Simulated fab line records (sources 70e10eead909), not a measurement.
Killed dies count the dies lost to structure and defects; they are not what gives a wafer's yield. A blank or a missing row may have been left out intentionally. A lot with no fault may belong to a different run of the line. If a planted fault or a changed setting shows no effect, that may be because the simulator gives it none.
fab line records | flow nand-harc | part 2 of 2: steps 15 to 15 of 15
record: lots: 7 wafers: 21 last-day: 23
route steps=1159 shown P_M2@329 END@1159
lots that met no fault: taken from a fault-free run of the same line
start-h: hours from the record's first day to the start of the lot's first wafer shown | wait-h: how many hours have passed since the lot's step before this one | " identical to the entry in the row above | L1.1+2: one row covering several wafers at once | - value missing, or start not given | * or withheld: withheld | < > ~ a bound
route shown NAME@n: names a module that has steps shown in the file, with the first one's number in the route | usual: the fault-free wafers' mean and standard deviation | same: alike in all rows | chamber/n: place in a boat | sites: per-site readings | _std_site: the standard deviation of these | _edge_site: inner sites' mean taken away from outer sites' mean | radius-mm: how far each site lies from the wafer's centre | mask NAME#n: copy n | behind: the last tool/chamber to shape the wafer | hold: the reason the lot was held/the length of the hold in hours/how it ended | device: the transistor (n, p or np) that didn't switch | end of line: at the end of the route, the tests of the same wafers | where a step has no rows: the recipe by itself | killed: dies lost to structure and defects at the first sort, not the wafer's yield | map: a wafer's dies, marking killed ones x, the rest . and places with no die _
set.NAME: setting as actually run; set.NAME@STEP: the setting as run at that earlier step | model.NAME: the simulator's own value behind a step, which no gauge read
lots at some steps of the route; a table a step, a row a wafer
services: when a tool's chamber went out of use (start-h, in hours from the record's first day, below 0 if earlier), for how many hours, and the reason
== steps ==
step: NHARC_END_SORT_01
recipe: temp-c: 25
usual: defect-limited-yield: 95.4/1.5 killed-at-array: 27/9.9 killed-at-other: 0.5/0.76 killed-at-periphery: 3.4/2.2 killed-dies: 31/10 killed-open: 3.3/2 killed-short: 2.0/1.5 sort_bin_2_pct: 1.5/0.64 sort_bin_3_pct: 0.21/0.2 sort_bin_4_pct: 2.9/0.97 sort-n-pass: 646/10 sort-rim-yield-pct: 96.9/2 sort-yield-pct: 95.4/1.5
same: gross-dies: 677 sort_bin_5_pct[%]: 0 sort_bin_6_pct[%]: 0 sort_bin_7_pct[%]: 0 sort_bin_8_pct[%]: 0 sort-rim-n-gross: 106.00
columns lot.wafer tool chamber start-h wait-h hold defect-limited-yield[%] killed-at-array killed-at-other killed-at-periphery killed-dies killed-open killed-short sort_bin_2_pct[%] sort_bin_3_pct[%] sort_bin_4_pct[%] sort-n-pass sort-rim-yield-pct[%] sort-yield-pct[%]
L237.1 prober-02 0 483.92 2.5 - 93.6 38 1 4 43 3 1 1.8 0 4.6 634 98.1 93.6
L237.3 prober-02 0 485.52 3.1 - 93.9 36 0 5 41 1 0 1.9 0.44 3.7 636 97.2 93.9
L237.6 prober-02 0 487.93 4.0 - 91.3 53 2 4 59 4 3 3.0 0.15 5.6 618 94.3 91.3
L240.3 prober-01 0 494.43 3.1 - 97.8 14 0 1 15 4 1 0.4 0.15 1.6 662 98.1 97.8
L240.5 prober-01 0 496.02 3.7 - 98.1 9 2 2 13 3 3 0.4 0 1.5 664 98.1 98.1
L240.6 prober-01 0 496.81 4.0 - 97.0 12 1 7 20 3 0 0.6 0.15 2.2 657 98.1 97.0
L242.2 prober-01 0 518.31 2.8 await-dispo/7.0h/scrap 0 13 0 664 677 2 3 99.3 0 0.7 0 0 0
L242.4 prober-01 0 519.91 3.4 await-dispo/7.0h/scrap 0 10 1 666 677 4 1 98.8 0.15 1.0 0 0 0
L242.5 prober-01 0 520.72 3.7 await-dispo/7.0h/scrap 0 22 0 655 677 6 4 97.3 0.15 2.5 0 0 0
L244.3 prober-02 0 519.14 3.1 await-dispo/2.9h/scrap 0 31 0 646 677 4 2 96.2 0.15 3.7 0 0 0
L244.5 prober-02 0 520.74 3.7 await-dispo/2.9h/scrap 0 40 0 637 677 1 3 95.7 0.89 3.4 0 0 0
L244.6 prober-02 0 521.54 4.0 await-dispo/2.9h/scrap 0 34 0 643 677 1 2 96.3 0.15 3.5 0 0 0
L245.1 prober-02 0 531.29 2.5 await-dispo/3.4h/scrap 0 38 1 638 677 4 3 95.4 0.59 4.0 0 0 0
L245.4 prober-02 0 533.68 3.4 await-dispo/3.4h/scrap 0 38 1 638 677 1 4 96.2 0.74 3.1 0 0 0
L245.6 prober-02 0 535.27 4.0 await-dispo/3.4h/scrap 0 31 3 643 677 4 2 96.3 0.15 3.5 0 0 0
L250.2 prober-01 0 551.07 2.8 - 97.0 16 1 3 20 2 0 1.2 0 1.8 657 96.2 97.0
L250.4 prober-01 0 552.69 3.4 - 96.5 20 0 4 24 3 4 0.7 0.15 2.7 653 94.3 96.5
L250.6 prober-01 0 554.30 4.0 - 96.0 23 2 2 27 4 1 1.2 0 2.8 650 94.3 96.0
L252.1 prober-02 0 558.05 2.5 - 92.3 49 0 3 52 5 1 3.7 0.15 3.8 625 98.1 92.3
L252.2 prober-02 0 558.86 2.8 - 93.8 33 1 8 42 2 3 1.9 0.59 3.7 635 94.3 93.8
L252.5 prober-02 0 561.29 3.7 - 93.8 37 0 5 42 3 1 3.0 0.30 3.0 635 98.1 93.8
killed by level:class
L237.1 A_SLIT:chamber-film-flake=17 A_CHANNEL_HOLE_D1:chamber-film-flake=11 A_STAIRCASE:chamber-film-flake=4 P_GATE:chamber-film-flake=3 A_CONTACT:chamber-film-flake=2 P_M0:geometric-particle:open=1 A_SOURCE_PLATE:geometric-particle:open=1 A_ONON_D1:geometric-particle:open=1
L237.3 A_CHANNEL_HOLE_D1:chamber-film-flake=18 A_SLIT:chamber-film-flake=12 P_GATE:chamber-film-flake=4 A_STAIRCASE:chamber-film-flake=3 A_WL_FILL:geometric-particle:open=1 P_STI:chamber-film-flake=1 A_ZERO_WELL:chamber-film-flake=1 A_CONTACT:chamber-film-flake=1
L237.6 A_CHANNEL_HOLE_D1:chamber-film-flake=19 A_SLIT:chamber-film-flake=15 A_STAIRCASE:chamber-film-flake=9 A_CONTACT:chamber-film-flake=3 A_CONTACT:geometric-particle:open=2 P_GATE:chamber-film-flake=2 THIN_TSV:chamber-film-flake=2 P_M0:geometric-particle:open=1
L240.3 A_CONTACT:chamber-film-flake=6 A_STAIRCASE:chamber-film-flake=2 A_SGD_CUT:geometric-particle:open=1 A_CONTACT:geometric-particle:short=1 A_CONTACT:geometric-particle:open=1 A_BLC:geometric-particle:open=1 A_M1:geometric-particle:open=1 P_STI:chamber-film-flake=1
L240.5 A_CHANNEL_HOLE_D1:chamber-film-flake=2 A_CONTACT:chamber-film-flake=2 P_CONTACT:geometric-particle:short=1 P_CONTACT:geometric-particle:open=1 A_SOURCE_PLATE:geometric-particle:short=1 A_CHANNEL_FILL_D1:geometric-particle:open=1 A_WL_FILL:geometric-particle:open=1 STARTING-WAFER:geometric-particle:short=1
L240.6 P_STI:chamber-film-flake=5 A_CHANNEL_HOLE_D1:chamber-film-flake=4 A_STAIRCASE:chamber-film-flake=3 A_CONTACT:chamber-film-flake=2 P_M0:geometric-particle:open=1 A_ONON_D1:geometric-particle:open=1 A_M0:geometric-particle:open=1 P_ZERO_WELL:chamber-film-flake=1
L242.2 P_M2:area-pvd=663 A_CONTACT:chamber-film-flake=3 A_CHANNEL_FILL_D1:geometric-particle:short=2 A_STAIRCASE:chamber-film-flake=2 P_M0:geometric-particle:open=1 A_ONON_D1:geometric-particle:short=1 A_CONTACT:geometric-particle:open=1 A_CHANNEL_HOLE_D1:chamber-film-flake=1
L244.3 P_M2:area-pvd=641 A_CHANNEL_HOLE_D1:chamber-film-flake=23 A_CONTACT:chamber-film-flake=4 P_GATE:chamber-film-flake=2 P_STI:geometric-particle:short=1 P_M0:geometric-particle:short=1 P_M0:geometric-particle:open=1 A_SLIT:geometric-particle:open=1
L242.4 P_M2:area-pvd=665 A_CHANNEL_HOLE_D1:chamber-film-flake=3 A_M0:geometric-particle:open=2 P_CONTACT:geometric-particle:open=1 A_WL_FILL:geometric-particle:open=1 A_M0:geometric-particle:short=1 A_ZERO_WELL:chamber-film-flake=1 A_SLIT:chamber-film-flake=1
L242.5 P_M2:area-pvd=653 A_CHANNEL_HOLE_D1:chamber-film-flake=7 A_CHANNEL_FILL_D1:chamber-film-flake=4 A_SOURCE_PLATE:geometric-particle:open=2 A_CHANNEL_FILL_D1:geometric-particle:short=2 A_CHANNEL_FILL_D1:geometric-particle:open=2 A_STAIRCASE:chamber-film-flake=2 P_STI:geometric-particle:open=1
L244.5 P_M2:area-pvd=634 A_CHANNEL_HOLE_D1:chamber-film-flake=27 A_CONTACT:chamber-film-flake=6 P_GATE:chamber-film-flake=2 A_STAIRCASE:chamber-film-flake=2 A_CHANNEL_FILL_D1:geometric-particle:short=1 A_WL_FILL:geometric-particle:short=1 A_CONTACT:geometric-particle:short=1
L244.6 P_M2:area-pvd=643 A_CHANNEL_HOLE_D1:chamber-film-flake=21 A_CONTACT:chamber-film-flake=8 A_STAIRCASE:chamber-film-flake=2 A_ONON_D1:geometric-particle:open=1 A_SGD_CUT:geometric-particle:short=1 A_M1:geometric-particle:short=1
L245.1 P_M2:area-pvd=635 A_SLIT:chamber-film-flake=18 A_CHANNEL_HOLE_D1:chamber-film-flake=6 A_STAIRCASE:chamber-film-flake=4 A_CONTACT:geometric-particle:open=2 P_CONTACT:chamber-film-flake=2 A_ZERO_WELL:chamber-film-flake=2 A_CONTACT:chamber-film-flake=2
L245.4 P_M2:area-pvd=637 A_SLIT:chamber-film-flake=15 A_CHANNEL_HOLE_D1:chamber-film-flake=8 A_CONTACT:chamber-film-flake=5 A_ONON_D1:geometric-particle:short=2 A_STAIRCASE:chamber-film-flake=2 A_SOURCE_PLATE:geometric-particle:short=1 A_CONTACT:geometric-particle:short=1
L245.6 P_M2:area-pvd=641 A_SLIT:chamber-film-flake=14 A_CHANNEL_HOLE_D1:chamber-film-flake=6 A_CONTACT:chamber-film-flake=4 THIN_TSV:chamber-film-flake=3 A_STAIRCASE:chamber-film-flake=2 P_M0:geometric-particle:short=1 P_M0:geometric-particle:open=1
L250.2 A_CHANNEL_HOLE_D1:chamber-film-flake=7 A_CONTACT:chamber-film-flake=6 A_STAIRCASE:chamber-film-flake=2 P_GATE:geometric-particle:open=1 P_M0:geometric-particle:open=1 P_GATE:chamber-film-flake=1 A_M1:chamber-film-flake=1 THIN_TSV:chamber-film-flake=1
L250.4 A_CHANNEL_HOLE_D1:chamber-film-flake=8 A_CONTACT:chamber-film-flake=5 A_ONON_D1:geometric-particle:short=2 P_CONTACT:geometric-particle:open=1 P_M2:geometric-particle:short=1 A_WL_FILL:geometric-particle:open=1 A_CONTACT:geometric-particle:short=1 A_BLC:geometric-particle:open=1
L250.6 A_CONTACT:chamber-film-flake=8 A_CHANNEL_HOLE_D1:chamber-film-flake=4 A_STAIRCASE:chamber-film-flake=4 A_CHANNEL_FILL_D1:geometric-particle:open=2 A_M1:chamber-film-flake=2 THIN_TSV:chamber-film-flake=2 P_STI:geometric-particle:short=1 A_WL_FILL:geometric-particle:open=1
L252.1 A_SLIT:chamber-film-flake=29 A_CHANNEL_HOLE_D1:chamber-film-flake=4 A_WL_FILL:chamber-film-flake=4 A_CONTACT:chamber-film-flake=3 A_WL_FILL:geometric-particle:open=2 A_M1:chamber-film-flake=2 A_ONON_D1:geometric-particle:open=1 A_CONTACT:geometric-particle:open=1
L252.2 A_SLIT:chamber-film-flake=15 A_CHANNEL_HOLE_D1:chamber-film-flake=9 P_M2:chamber-film-flake=5 A_CONTACT:chamber-film-flake=4 P_CONTACT:geometric-particle:open=2 A_STAIRCASE:chamber-film-flake=2 P_STI:geometric-particle:short=1 A_WL_FILL:geometric-particle:short=1
L252.5 A_SLIT:chamber-film-flake=14 A_CHANNEL_HOLE_D1:chamber-film-flake=8 A_CONTACT:chamber-film-flake=5 A_WL_FILL:chamber-film-flake=4 P_M2:chamber-film-flake=3 A_M1:chamber-film-flake=2 P_CONTACT:geometric-particle:open=1 P_M0:geometric-particle:open=1
map L242.2 (x killed, . not)
____________x____________
_________xxxxxxx_________
_______xxxxxxxxxxx_______
______xxxxxxxxxxxxx______
_____xxxxxxxxxxxxxxx_____
____xxxxxxxxxxxxxxxxx____
____xxxxxxxxxxxxxxxxx____
___xxxxxxxxxxxxxxxxxxx___
___xxxxxxxxxxxxxxxxxxx___
__xxxxxxxxxxxxxxxxxxxxx__
__xxxxxxxxxxxxxxxxxxxxx__
_xxxxxxxxxxxxxxxxxxxxxxx_
_xxxxxxxxxxxxxxxxxxxxxxx_
_xxxxxxxxxxxxxxxxxxxxxxx_
_xxxxxxxxxxxxxxxxxxxxxxx_
_xxxxxxxxxxxxxxxxxxxxxxx_
xxxxxxxxxxxxxxxxxxxxxxxxx
xxxxxxxxxxxxxxxxxxxxxxxxx
xxxxxxxxxxxxxxxxxxxxxxxxx
xxxxxxxxxxxxxxxxxxxxxxxxx
xxxxxxxxxxxxxxxxxxxxxxxxx
_xxxxxxxxxxxxxxxxxxxxxxx_
_xxxxxxxxxxxxxxxxxxxxxxx_
_xxxxxxxxxxxxxxxxxxxxxxx_
_xxxxxxxxxxxxxxxxxxxxxxx_
_xxxxxxxxxxxxxxxxxxxxxxx_
__xxxxxxxxxxxxxxxxxxxxx__
__xxxxxxxxxxxxxxxxxxxxx__
___xxxxxxxxxxxxxxxxxxx___
___xxxxxxxxxxxxxxxxxxx___
____xxxxxxxxxxxxxxxxx____
____xxxxxxxxxxxxxxxxx____
_____xxxxxxxxxxxxxxx_____
______xxxxxxxxxxxxx______
_______xxxxxxxxxxx_______
_________xxxxxxx_________
____________x____________
map L244.3 (x killed, . not)
____________x____________
_________xxxxxxx_________
_______xxxxxxxxxxx_______
______xxxxxxxxxxxxx______
_____xxxxxxxxxxxxxxx_____
____xxxxxxxxxxxxxxxxx____
____xxxxxxxxxxxxxxxxx____
___xxxxxxxxxxxxxxxxxxx___
___xxxxxxxxxxxxxxxxxxx___
__xxxxxxxxxxxxxxxxxxxxx__
__xxxxxxxxxxxxxxxxxxxxx__
_xxxxxxxxxxxxxxxxxxxxxxx_
_xxxxxxxxxxxxxxxxxxxxxxx_
_xxxxxxxxxxxxxxxxxxxxxxx_
_xxxxxxxxxxxxxxxxxxxxxxx_
_xxxxxxxxxxxxxxxxxxxxxxx_
xxxxxxxxxxxxxxxxxxxxxxxxx
xxxxxxxxxxxxxxxxxxxxxxxxx
xxxxxxxxxxxxxxxxxxxxxxxxx
xxxxxxxxxxxxxxxxxxxxxxxxx
xxxxxxxxxxxxxxxxxxxxxxxxx
_xxxxxxxxxxxxxxxxxxxxxxx_
_xxxxxxxxxxxxxxxxxxxxxxx_
_xxxxxxxxxxxxxxxxxxxxxxx_
_xxxxxxxxxxxxxxxxxxxxxxx_
_xxxxxxxxxxxxxxxxxxxxxxx_
__xxxxxxxxxxxxxxxxxxxxx__
__xxxxxxxxxxxxxxxxxxxxx__
___xxxxxxxxxxxxxxxxxxx___
___xxxxxxxxxxxxxxxxxxx___
____xxxxxxxxxxxxxxxxx____
____xxxxxxxxxxxxxxxxx____
_____xxxxxxxxxxxxxxx_____
______xxxxxxxxxxxxx______
_______xxxxxxxxxxx_______
_________xxxxxxx_________
____________x____________
== services ==
columns tool chamber start-h hours kind
pvd-sputter-03 - 155.92 2.0 repair
pvd-sputter-01 - 158.17 10.0 pm
rie-diel-06 0 171.20 - clean
rie-diel-06 1 171.20 - clean
rie-diel-06 2 171.20 - clean
rie-diel-06 3 171.20 - clean
rie-diel-08 - 182.51 0.4 repair
rie-diel-06 0 195.76 - clean
rie-diel-06 1 195.76 - clean
rie-diel-06 2 195.76 - clean
rie-diel-06 3 195.76 - clean
rie-diel-06 1 202.50 2.8 repair
rie-diel-08 0 211.62 11.0 repair
pvd-sputter-03 - 215.16 12.0 repair
pvd-sputter-02 - 218.80 2.2 repair
rie-diel-06 0 220.26 - clean
rie-diel-06 1 220.26 - clean
rie-diel-06 2 220.26 - clean
rie-diel-06 3 220.26 - clean
pvd-sputter-02 - 222.76 4.5 repair
rie-diel-06 3 235.07 2.0 repair
rie-diel-06 - 241.20 9.0 pm
rie-diel-06 0 241.20 9.0 vent-cycle
rie-diel-06 1 241.20 9.0 vent-cycle
== key ==
first-sign: step: NHARC_P_M2_PVD_21 reading: tool-record direction: missing
effect: step: NHARC_END_SORT_01 reading: killed-at-periphery direction: up sigmas: 99+ usual: 3.4 struck: 647.8
more-kills-born-at: NHARC_P_M2_PVD_21@pvd-sputter-01: 3831 NHARC_P_M2_PVD_21@pvd-sputter-03: 1981
met-at NHARC_P_M2_PVD_21
struck-wafers L242.2,L242.4,L242.5,L244.3,L244.5,L244.6,L245.1,L245.4,L245.6
later-rows-left-out L242.2,L242.4,L242.5,L244.3,L244.5,L244.6,L245.1,L245.4,L245.6
onset-between 184.75 199.87
fault: kind: skipped-step-whole tool: pvd-sputter-01,pvd-sputter-03 chamber: - onset-h: 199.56 steps: NHARC_P_M2_PVD_21 scope: struck-lots-only
later-rows-left-out: the simulator's readings of these wafers behind a module that went badly wrong aren't trusted and aren't shown, but for the sort
